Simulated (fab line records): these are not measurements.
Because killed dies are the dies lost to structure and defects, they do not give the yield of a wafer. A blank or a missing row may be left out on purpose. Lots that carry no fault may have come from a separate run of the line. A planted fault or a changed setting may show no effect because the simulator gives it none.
Chamber matching || flow n5_finfet || N5_GATE_CUT_ETCH_28 on rie_diel-04 has 4 sister chambers
The step etches underlayer in N2/H2, target depth 13 nm, time 10.4 s. 7 wafers are shown with their chamber, then 7 later ones without.

== WAFERS, EACH WITH ITS CHAMBER ==
{"wafer": "L078.2", "chamber": 3, "showerhead_plenum_p_Torr (Torr)": 2.60, "oes_product_au (a.u.)": 0.81}
{"wafer": "L077.3", "chamber": 1, "showerhead_plenum_p_Torr (Torr)": 2.42, "oes_product_au (a.u.)": 0.60}
{"wafer": "L077.4", "chamber": 0, "showerhead_plenum_p_Torr (Torr)": 2.37, "oes_product_au (a.u.)": 0.58}
{"wafer": "L080.2", "chamber": 3, "showerhead_plenum_p_Torr (Torr)": 2.60, "oes_product_au (a.u.)": 0.80}
{"wafer": "L080.6", "chamber": 2, "showerhead_plenum_p_Torr (Torr)": 2.58, "oes_product_au (a.u.)": 0.72}
{"wafer": "L082.2", "chamber": 1, "showerhead_plenum_p_Torr (Torr)": 2.41, "oes_product_au (a.u.)": 0.60}
{"wafer": "L082.5", "chamber": 2, "showerhead_plenum_p_Torr (Torr)": 2.58, "oes_product_au (a.u.)": 0.70}

== WAFERS WHOSE CHAMBER IS MISSING ==
{"wafer": "L082.6", "showerhead_plenum_p_Torr (Torr)": 2.60, "oes_product_au (a.u.)": 0.79}
{"wafer": "L085.1", "showerhead_plenum_p_Torr (Torr)": 2.68, "oes_product_au (a.u.)": 0.83}
{"wafer": "L085.2", "showerhead_plenum_p_Torr (Torr)": 2.59, "oes_product_au (a.u.)": 0.76}
{"wafer": "L085.6", "showerhead_plenum_p_Torr (Torr)": 2.58, "oes_product_au (a.u.)": 0.69}
{"wafer": "L091.1", "showerhead_plenum_p_Torr (Torr)": 2.57, "oes_product_au (a.u.)": 0.69}
{"wafer": "L091.3", "showerhead_plenum_p_Torr (Torr)": 2.41, "oes_product_au (a.u.)": 0.58}
{"wafer": "L091.4", "showerhead_plenum_p_Torr (Torr)": 2.59, "oes_product_au (a.u.)": 0.75}

== WHICH CHAMBER EACH WENT THROUGH ==
{"wafer": "L082.6", "from the rows above": 3, "in truth": 3}
{"wafer": "L085.1", "from the rows above": 3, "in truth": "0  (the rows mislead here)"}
{"wafer": "L085.2", "from the rows above": "can't be placed: 3 or 2", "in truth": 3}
{"wafer": "L085.6", "from the rows above": 2, "in truth": 2}
{"wafer": "L091.1", "from the rows above": 2, "in truth": 2}
{"wafer": "L091.3", "from the rows above": 1, "in truth": 1}
{"wafer": "L091.4", "from the rows above": "can't be placed: 2 or 3", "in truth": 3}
Correctly placed: 4 of 7. Unplaceable from these rows: 2, with the true chamber sitting among the candidates in 2. Placed wrongly: 1.
How it was worked out, from the rows above alone: a wafer's distance from a chamber is the root of the sum, over the readings, of the square of ((its reading less the chamber's mean) divided by the reading's scatter). If the next closest chamber is less than 2 further off than the closest, the wafer can't be placed; otherwise it belongs to the closest. For every chamber, the mean is computed from those of its wafers that are shown. How the scatter is found: for the shown wafers, subtract from each reading the mean of its chamber, square and add these, divide the total by (wafers less chambers), then take the root.
